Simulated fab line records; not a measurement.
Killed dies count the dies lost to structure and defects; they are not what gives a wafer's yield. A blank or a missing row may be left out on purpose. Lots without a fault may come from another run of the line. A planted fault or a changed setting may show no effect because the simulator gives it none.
The same fault as seen by 3 desks | flow n5 finfet | numbers are kept per desk, each desk with only its own; the story behind them comes last

## DESK OF THE TOOL OWNER: implanter-02
N5_WELL_APT_IMPLANT_15, tool's own readings: per-lot mean of the sampled wafers with a number, covering each lot this tool ran. The brackets show how far a lot's mean lies from the usual mean; more than 4 standard deviations puts the lot out of limits, marked OUT.
Columns: A = dose ions cm2 at N5_WELL_APT_IMPLANT_15, usual 1.5e+13; B = faraday current uA at N5_WELL_APT_IMPLANT_15, usual 190
lot  | first seen here | A                         | B
L268 | day 2 14:14     | 1.5e+13                   | 189
L271 | day 3 08:05     | 1.5e+13                   | 187
L279 | day 5 08:05     | 1.1e+13 (-99 or more) OUT | 138 (-13) OUT
L280 | day 5 14:17     | 1.1e+13 (-99 or more) OUT | 138 (-13) OUT
This desk's verdict: out of limits on L279, L280, starting with L279 at day 5 08:05 (dose ions cm2 at N5_WELL_APT_IMPLANT_15). In limits: L268, L271.

## THE DEFECT DESK
Lot by lot, what the route's inspections counted, given as the mean of those sampled wafers with a number. The brackets show how far a lot's mean lies from the usual mean; more than 4 standard deviations puts the lot out of limits, marked OUT.
Columns: A = raw defect count at N5_ZERO_LAYER_INSPECT_20, usual 33
lot  | first seen here | A
L267 | day 2 07:35     | 30
L268 | day 2 13:16     | 28
L269 | day 2 19:15     | 48
L270 | day 3 01:15     | 42
L271 | day 3 07:15     | 28
L272 | day 3 13:41     | 31
L279 | day 5 07:17     | 19
L280 | day 5 13:15     | 45
L284 | day 6 13:23     | 24
L285 | day 6 19:36     | 38
L287 | day 7 07:24     | 22
This desk's verdict: no lot among the 11 shows anything out of limits.

## THE METROLOGY DESK
Means of the sampled wafers that have a number, per lot and without regard to the tool the lot ran on: this is what the gauges read. The brackets show how far a lot's mean lies from the usual mean; more than 4 standard deviations puts the lot out of limits, marked OUT. 7 of its 13 readings are shown: the first one out of limits and those lying furthest out on some lot.
Columns: A = CJ_P at N5_BEOL_M4_RC_MEAS_101, usual 5.83; B = DIBL_N at N5_BEOL_M4_RC_MEAS_101, usual 36.3 mV/V; C = IOFF_N at N5_BEOL_M4_RC_MEAS_101, usual 0.164 nA/um; D = IOFF_P at N5_BEOL_M4_RC_MEAS_101, usual 0.214 nA/um; E = ION_P at N5_BEOL_M4_RC_MEAS_101, usual 461 uA/um; F = VT_N at N5_BEOL_M4_RC_MEAS_101, usual 249.4 mV; G = VT_P at N5_BEOL_M4_RC_MEAS_101, usual -250.0 mV
lot  | first seen here | A               | B    | C     | D     | E   | F     | G
L267 | day 2 09:21     | 5.86            | 35.7 | 0.158 | 0.190 | 458 | 249.5 | -251.6
L268 | day 2 15:08     | 5.82            | 36.3 | 0.155 | 0.192 | 452 | 252.5 | -251.3
L269 | day 2 20:48     | 5.68            | 37.1 | 0.175 | 0.258 | 473 | 246.0 | -244.4
L270 | day 3 03:08     | 5.86            | 35.1 | 0.130 | 0.201 | 463 | 253.3 | -249.3
L271 | day 3 08:48     | 5.88            | 35.5 | 0.158 | 0.214 | 460 | 250.5 | -248.8
L272 | day 3 15:14     | 5.84            | 36.3 | 0.178 | 0.226 | 464 | 247.1 | -249.1
L279 | day 5 08:59     | 4.91 (-9.8) OUT | 35.8 | 0.147 | 0.216 | 467 | 252.1 | -246.8
L280 | day 5 15:11     | 4.92 (-9.7) OUT | 35.1 | 0.143 | 0.210 | 463 | 250.4 | -249.1
L284 | day 6 15:03     | 5.77            | 38.2 | 0.186 | 0.227 | 460 | 247.1 | -247.9
L285 | day 6 21:16     | 5.88            | 36.8 | 0.179 | 0.240 | 462 | 246.4 | -248.6
L287 | day 7 08:50     | 5.87            | 37.0 | 0.173 | 0.229 | 466 | 249.9 | -250.6
Per this desk, out of limits: L279, L280; the first was L279, day 11 19:55 (CJ_P at N5_BEOL_M4_RC_MEAS_101). In limits: L267, L268, L269, L270, L271, L272, L284, L285, L287.

## BROUGHT TOGETHER
The tool owner's desk could have raised an alarm at day 5 08:05, on L279, L280.
Metrology desk: alarm possible at day 11 19:55 on L279, L280.
Nothing the defect desk looked at was out of limits.
The defect desk has L279, L280 on record, within its limits.
Of the lots named, all ran N5_WELL_APT_IMPLANT_15 on implanter-02.

## WHAT THE SIMULATOR HAD PUT IN
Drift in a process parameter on implanter-02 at N5_WELL_APT_IMPLANT_15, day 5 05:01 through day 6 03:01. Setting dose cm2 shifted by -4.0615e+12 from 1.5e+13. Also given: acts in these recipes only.
Shown lots that were struck: L279, L280.
Counting hours from when the fault started, the first reading out of limits came at 3 for the tool owner's desk and at 159 for the metrology desk.
